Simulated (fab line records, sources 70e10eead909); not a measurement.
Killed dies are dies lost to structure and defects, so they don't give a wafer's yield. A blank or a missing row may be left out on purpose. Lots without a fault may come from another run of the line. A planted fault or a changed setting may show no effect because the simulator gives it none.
fab line records | flow nand_harc
record lots=5 wafers=15 last_day=34
route steps=1302 shown P_STI@107 P_GATE@110 END@1302
lots that met no fault: from a run of the same line without faults
start_h: hours from the record's first day to the start of the lot's first wafer shown | wait_h: hours since the lot's step before | " the same as in the row above | L1.1+2: a row that stands for several wafers | - no value, or no start given | * or withheld: withheld | < > ~ a bound
route shown NAME@n: a module of which the file shows steps, and the number in the route of the first | usual: mean/standard deviation of fault-free wafers | same: alike in all rows | chamber/n: place in a boat | sites: the reading at each site | _std_site: their standard deviation | _edge_site: outer sites' mean less inner sites' | radius_mm: how far each site lies from the wafer's centre | mask NAME#n: copy n | behind: the tool/chamber that last shaped the wafer | hold: why the lot was held/for how many hours/how that ended | device: the transistor (n, p or np) that didn't switch | end of line: the same wafers' tests at the end of the route | a step without rows: its recipe alone | killed: dies lost to structure and defects at the first sort, not the wafer's yield | map: a wafer's dies, x killed, . not, _ none there
set.NAME: the setting as run; set.NAME@STEP: as run at that earlier step | model.NAME: the simulator's own value behind a step, which no gauge read
lots at some steps of the route; a table a step, a row a wafer
services: from which hour (start_h, from the record's first day; less than 0 if before it) a tool's chamber was out of use, for how many hours, and why
## steps
# step NHARC_P_STI_SRD_39
# step NHARC_P_STI_OXIDE_40
# recipe target_thk_a=100 temp_c=900 ox_time_s=1362 material=SiO2
# step NHARC_P_STI_INSPECT_25
# usual raw_defect_count=223/78
# columns lot.wafer tool chamber start_h wait_h raw_defect_count
L999.1 defect_inspect-02 - 78.60 0.4 172
L999.4 " - " " 240
L999.6 " - " " 323
L105.1 defect_inspect-01 - 134.91 0.4 222
L105.4 " - " " 219
L105.6 " - " " 179
L112.1 defect_inspect-01 - 202.73 0.4 176
L112.2 " - " " 156
L112.5 " - " " 121
L122.1 defect_inspect-02 - 307.70 0.4 226
L122.4 " - " " 146
L122.6 " - " " 285
L121.1 defect_inspect-01 - 307.70 0.4 174
L121.4 " - " " 133
L121.5 " - " " 176
# step NHARC_P_GATE_ETCH_69
# recipe target_depth_a=140 chemistry=dHF material=SiO2
# step NHARC_P_GATE_PRECLEAN_70
# recipe time_s=* temp_c=50 bath_age_min=0 chemistry=SC1
# step NHARC_P_GATE_SRD_01
# step NHARC_P_GATE_OXIDE_02
# recipe target_thk_a=375 temp_c=950 p_h2o_torr=720 ox_time_s=365 material=SiO2
# step NHARC_P_GATE_DEHYDRATE_03
# recipe temp_c=150 time_s=120
# step NHARC_P_GATE_HMDS_04
# recipe time_s=30
# step NHARC_P_GATE_COAT_05
# recipe spin_rpm=4690
# step NHARC_P_GATE_SOFTBAKE_06
# recipe temp_c=122 time_s=95
# step NHARC_P_GATE_EBR_07
# step NHARC_P_GATE_EXPOSE_08
# recipe na=0.6 dose_mj=16.75 mask_id=P_HV
# columns lot.wafer tool chamber start_h wait_h mask
L999.1+4+6 krf_scanner-03 0 86.80 - P_HV#0
L105.1+4+6 krf_scanner-03 0 143.22 - P_HV#0
L112.1+2+5 krf_scanner-03 0 214.90 - P_HVPW#0
L121.1+4+5 krf_scanner-02 0 315.79 - P_HV#0
L122.1+4+6 krf_scanner-04 0 315.95 - P_HV#0
# step NHARC_P_GATE_PEB_09
# recipe peb_temp_c=118 peb_time_s=85
# step NHARC_P_GATE_DEVELOP_10
# recipe time_s=70
# step NHARC_P_GATE_CD_MEAS_11
# recipe target_cd_nm=1640 landing_energy_ev=500
# usual cd_nm=1639.4/1.5
# same landing_energy_ev=500
# columns lot.wafer tool chamber start_h wait_h cd_nm
L999.1 cd_sem-02 0 86.96 - 1638.4
L999.4 " 0 " " 1638.6
L999.6 " 0 " " 1639.8
L105.1 cd_sem-01 0 143.38 - 1639.5
L105.4 " 0 " " 1638.3
L105.6 " 0 " " 1641.0
L112.1 cd_sem-03 0 215.06 - -
L112.2 " 0 " " -
L112.5 " 0 " " -
L121.1 cd_sem-01 0 315.94 - 1641.5
L121.4 " 0 " " 1639.2
L121.5 " 0 " " 1640.3
L122.1 cd_sem-03 0 316.10 - 1639.9
L122.4 " 0 " " 1642.1
L122.6 " 0 " " 1641.6
# step NHARC_P_GATE_HARDBAKE_12
# recipe temp_c=125 time_s=80
# step NHARC_END_SORT_01
# recipe temp_c=25
# usual killed_at_array=64/16 killed_at_other=1.0/1.1 killed_at_periphery=3.5/2.3 killed_dies=69/17 killed_open=3.2/1.6 killed_short=2.4/1.6
# same gross_dies=677
# columns lot.wafer tool chamber start_h wait_h killed_at_array killed_at_other killed_at_periphery killed_dies killed_open killed_short
L112.1 prober-02 0 699.26 2.5 73 1 603 677 3 6
L112.2 prober-02 0 700.05 2.8 65 2 610 677 1 2
L112.5 prober-02 0 702.42 3.7 78 0 599 677 2 2
# killed by level:class
L112.1 P_GATE:area_expose=599 A_SLIT:chamber_film_flake=33 A_CHANNEL_HOLE_D1:chamber_film_flake=26 A_WL_FILL:geometric_particle:short=3 P_STI:chamber_film_flake=3 A_BLC:geometric_particle:open=2 A_CHANNEL_HOLE_D2:chamber_film_flake=2 A_STAIRCASE:chamber_film_flake=2
L112.2 P_GATE:area_expose=608 A_CHANNEL_HOLE_D1:chamber_film_flake=31 A_SLIT:chamber_film_flake=27 A_CONTACT:chamber_film_flake=3 A_CHANNEL_FILL_D2:geometric_particle:short=2 A_ONON_D2:geometric_particle:open=1 P_ZERO_WELL:chamber_film_flake=1 P_STI:chamber_film_flake=1
L112.5 P_GATE:area_expose=599 A_SLIT:chamber_film_flake=33 A_CHANNEL_HOLE_D1:chamber_film_flake=30 A_WL_FILL:chamber_film_flake=3 A_CONTACT:chamber_film_flake=3 A_CHANNEL_HOLE_D2:chamber_film_flake=2 A_ONON_D1:geometric_particle:short=1 A_ONON_D1:geometric_particle:open=1
# map L112.1 (x killed, . not)
____________x____________
_________xxxxxxx_________
_______xxxxxxxxxxx_______
______xxxxxxxxxxxxx______
_____xxxxxxxxxxxxxxx_____
____xxxxxxxxxxxxxxxxx____
____xxxxxxxxxxxxxxxxx____
___xxxxxxxxxxxxxxxxxxx___
___xxxxxxxxxxxxxxxxxxx___
__xxxxxxxxxxxxxxxxxxxxx__
__xxxxxxxxxxxxxxxxxxxxx__
_xxxxxxxxxxxxxxxxxxxxxxx_
_xxxxxxxxxxxxxxxxxxxxxxx_
_xxxxxxxxxxxxxxxxxxxxxxx_
_xxxxxxxxxxxxxxxxxxxxxxx_
_xxxxxxxxxxxxxxxxxxxxxxx_
xxxxxxxxxxxxxxxxxxxxxxxxx
xxxxxxxxxxxxxxxxxxxxxxxxx
xxxxxxxxxxxxxxxxxxxxxxxxx
xxxxxxxxxxxxxxxxxxxxxxxxx
xxxxxxxxxxxxxxxxxxxxxxxxx
_xxxxxxxxxxxxxxxxxxxxxxx_
_xxxxxxxxxxxxxxxxxxxxxxx_
_xxxxxxxxxxxxxxxxxxxxxxx_
_xxxxxxxxxxxxxxxxxxxxxxx_
_xxxxxxxxxxxxxxxxxxxxxxx_
__xxxxxxxxxxxxxxxxxxxxx__
__xxxxxxxxxxxxxxxxxxxxx__
___xxxxxxxxxxxxxxxxxxx___
___xxxxxxxxxxxxxxxxxxx___
____xxxxxxxxxxxxxxxxx____
____xxxxxxxxxxxxxxxxx____
_____xxxxxxxxxxxxxxx_____
______xxxxxxxxxxxxx______
_______xxxxxxxxxxx_______
_________xxxxxxx_________
____________x____________
# map L105.4 (x killed, . not)
____________.____________
_________.x....._________
_______..........._______
______.............______
_____..............._____
____.................____
____.................____
___...................___
___...................___
__.....................__
__..............x..xx..__
_......................._
_..................x.x.._
_......................._
_......................._
_...................xx.._
.......x............x....
....xxxx.x...............
.....xxxx.x..........x...
...xx.xxxx...x.x......x..
....xxxx.xx.xx.x.........
_...xx.xxx.xxx.xx......._
_...x..xxx...xxx........_
_....xx..xx...x...x.x..._
_.....x.xx.xxxxxx......._
_....x..x..x.x.xx..x...x_
__....x....xxxxx.......__
__..........x.x.x......__
___............x..x...___
___............x......___
____.................____
____.................____
_____..............._____
______.............______
_______..........._______
_________......._________
____________.____________
## services
# columns tool chamber start_h hours kind
krf_scanner-02 - 75.76 1.0 repair
krf_scanner-02 - 94.02 4.0 pm
krf_scanner-02 - 112.16 2.4 repair
krf_scanner-02 - 128.11 1.4 repair
krf_scanner-04 - 131.76 1.7 repair
krf_scanner-04 - 182.00 4.0 pm
krf_scanner-04 - 210.91 0.3 repair
krf_scanner-03 - 224.01 4.0 pm
krf_scanner-04 - 243.16 6.1 repair
krf_scanner-02 - 266.02 4.0 pm
krf_scanner-04 - 277.92 2.2 repair
krf_scanner-03 - 280.84 5.0 repair
## key
first_sign step=NHARC_P_GATE_EXPOSE_08 reading=mask direction=changed
effect step=NHARC_P_GATE_CD_MEAS_11 reading=cd_nm direction=missing
effect step=NHARC_END_SORT_01 reading=killed_at_periphery direction=up sigmas=99+ usual=3.5 struck=604
more_kills_born_at NHARC_P_GATE_EXPOSE_08@krf_scanner-03=1806
met_at NHARC_P_GATE_EXPOSE_08
struck_wafers L112.1,L112.2,L112.5
later_rows_left_out L112.1,L112.2,L112.5
tester_left_out L112
onset_between 143.22 214.90
fault kind=wrong_mask tool=any chamber=- onset_h=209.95 steps=NHARC_P_GATE_EXPOSE_08 aux_copy=P_HVPW#0 scope=struck_lots_only
# tester_left_out: of these lots the tester's yield and bins aren't shown, on N5 and GAA mostly nor the transistor test; their killed dies are dies lost to structure and defects alone, not to doping, threshold or leakage, so they don't give the yield
# later_rows_left_out: the simulator's readings of these wafers behind a module that went badly wrong aren't trusted and aren't shown, but for the sort
